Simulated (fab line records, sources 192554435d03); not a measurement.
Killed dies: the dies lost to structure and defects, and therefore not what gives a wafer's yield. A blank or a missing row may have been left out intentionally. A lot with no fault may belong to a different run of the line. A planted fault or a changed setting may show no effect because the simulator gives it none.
Chamber matching + flow n5_finfet + pecvd-04 running N5_BEOL_M8_DEP_56: 3 sister chambers
The step deposits SiCN from 3MS/NH3, target thk 10 nm, time 17.5 s. 6 wafers are shown with their chamber, then 8 later ones without.

WAFERS PAIRED WITH THEIR CHAMBERS
| wafer  | chamber | showerhead_plenum_p_Torr (Torr) | showerhead_vpp_V (V) |
|--------|---------|---------------------------------|----------------------|
| L075.6 | 0       | 3.622                           | 939                  |
| L088.2 | 0       | 3.619                           | 947                  |
| L089.1 | 2       | 3.662                           | 839                  |
| L089.4 | 2       | 3.661                           | 831                  |
| L089.6 | 1       | 3.671                           | 863                  |
| L091.1 | 1       | 3.675                           | 850                  |

WAFERS WHOSE CHAMBER IS MISSING
| wafer  | showerhead_plenum_p_Torr (Torr) | showerhead_vpp_V (V) |
|--------|---------------------------------|----------------------|
| L091.4 | 3.657                           | 832                  |
| L091.5 | 3.663                           | 865                  |
| L094.1 | 3.659                           | 854                  |
| L094.5 | 3.666                           | 844                  |
| L094.6 | 3.669                           | 872                  |
| L095.3 | 3.669                           | 865                  |
| L095.5 | 3.616                           | 941                  |
| L095.6 | 3.667                           | 839                  |

THE CHAMBER EACH PASSED THROUGH
| wafer  | from the rows above     | in truth |
|--------|-------------------------|----------|
| L091.4 | 2                       | 2        |
| L091.5 | can't be placed: 2 or 1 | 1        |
| L094.1 | 2                       | 2        |
| L094.5 | can't be placed: 2 or 1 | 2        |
| L094.6 | 1                       | 1        |
| L095.3 | 1                       | 1        |
| L095.5 | 0                       | 0        |
| L095.6 | can't be placed: 2 or 1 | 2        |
Placed correctly: 5 of 8. These rows do not allow placing 3 (true chamber among the candidates in 3). Wrongly placed: 0.
How it was worked out, from the rows above alone: a wafer's distance from a chamber is the root of the sum, over the readings, of the square of ((its reading less the chamber's mean) divided by the reading's scatter). The wafer belongs to the nearest chamber; if the next one is less than 2 further off, it can't be placed. For every chamber, the mean is computed from those of its wafers that are shown. The scatter is the square root of a quotient: the sum, over the shown wafers, of each reading's squared deviation from its chamber's mean, divided by wafers minus chambers.
